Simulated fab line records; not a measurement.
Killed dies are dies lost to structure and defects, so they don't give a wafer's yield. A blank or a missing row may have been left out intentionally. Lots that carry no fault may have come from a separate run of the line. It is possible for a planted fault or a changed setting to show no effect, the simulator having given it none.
Which tool is to blame? | flow nand_harc | Sampling: 7 lots, 21 wafers, 5 of 1159 route steps

## WHAT THE GAUGES READ, wafer by wafer
NHARC_END_SORT_01.
lot  | measured     | on        | killed_short
L591 | day 20 20:29 | prober-01 | 3
L594 | day 21 01:56 | prober-02 | 0 1 0
L602 | day 23 23:53 | prober-02 | 1 4 2

## WHICH TOOL RAN EACH LOT (tool, then ch and the chambers of the sampled wafers, then the start)
lot  | NHARC_A_STAIRCASE_DEP_301       | NHARC_THIN_TSV_DEGAS_49      | NHARC_THIN_TSV_PVD_51                   | NHARC_THIN_TSV_ANNEAL_52
L588 | pecvd-01 ch 0,1,2, day 12 05:04 | pvd_sputter-01, day 19 09:14 | pvd_sputter-01, day 19 10:29 or earlier | rtp_anneal-02 ch 0, day 19 10:29
L591 | pecvd-04 ch 0,1,2, day 12 21:25 | pvd_sputter-02, day 20 05:53 | pvd_sputter-02, day 20 07:20 or earlier | rtp_anneal-02 ch 0, day 20 07:20
L594 | pecvd-01 ch 0,2, day 13 13:53   | pvd_sputter-01, day 20 11:35 | pvd_sputter-01, day 20 12:47 or earlier | rtp_anneal-01 ch 0, day 20 12:47
L602 | pecvd-01 ch 1,2, day 15 22:14   | pvd_sputter-03, day 23 11:05 | pvd_sputter-03, day 23 12:35 or earlier | rtp_anneal-02 ch 0, day 23 12:35
L607 | pecvd-01 ch 0,1,2, day 16 20:01 | pvd_sputter-03, day 23 21:37 | pvd_sputter-03, day 23 22:48 or earlier | rtp_anneal-01 ch 0, day 23 22:48
L608 | pecvd-03 ch 0,1, day 16 22:16   | pvd_sputter-01, day 24 02:20 | pvd_sputter-01, day 24 03:32 or earlier | rtp_anneal-02 ch 0, day 24 03:32
L609 | pecvd-01 ch 0,1,2, day 17 18:58 | pvd_sputter-01, day 24 13:39 | pvd_sputter-01, day 24 14:53 or earlier | rtp_anneal-01 ch 0, day 24 14:53
- NHARC_A_STAIRCASE_DEP_301: deposits SiON, target thk 30 nm.
- NHARC_THIN_TSV_DEGAS_49: time 120 s.
- NHARC_THIN_TSV_PVD_51: deposits Cu, target thk 100 nm.
- NHARC_THIN_TSV_ANNEAL_52: time 90 s.

## THE ANSWER, worked out from the rows above alone
Rule: the lots themselves supply what counts as usual. Put in order of their means at a reading, lots are off if they are a third of the lots or fewer, leave a main group of 4 or more, and stand apart from it by a gap of 3 or more times the standard deviation of the main group's means; of several such gaps the widest counts. If all means in a main group match to the digits the tables above print for the reading, that group is not used. Also off: a lot with no number at a reading for which 4 or more lots have one. The other lots that the step has rows for count as sound.
No lot is off on any of the readings shown, so nothing can be concluded from this.

## WHAT THE SIMULATOR PUT IN
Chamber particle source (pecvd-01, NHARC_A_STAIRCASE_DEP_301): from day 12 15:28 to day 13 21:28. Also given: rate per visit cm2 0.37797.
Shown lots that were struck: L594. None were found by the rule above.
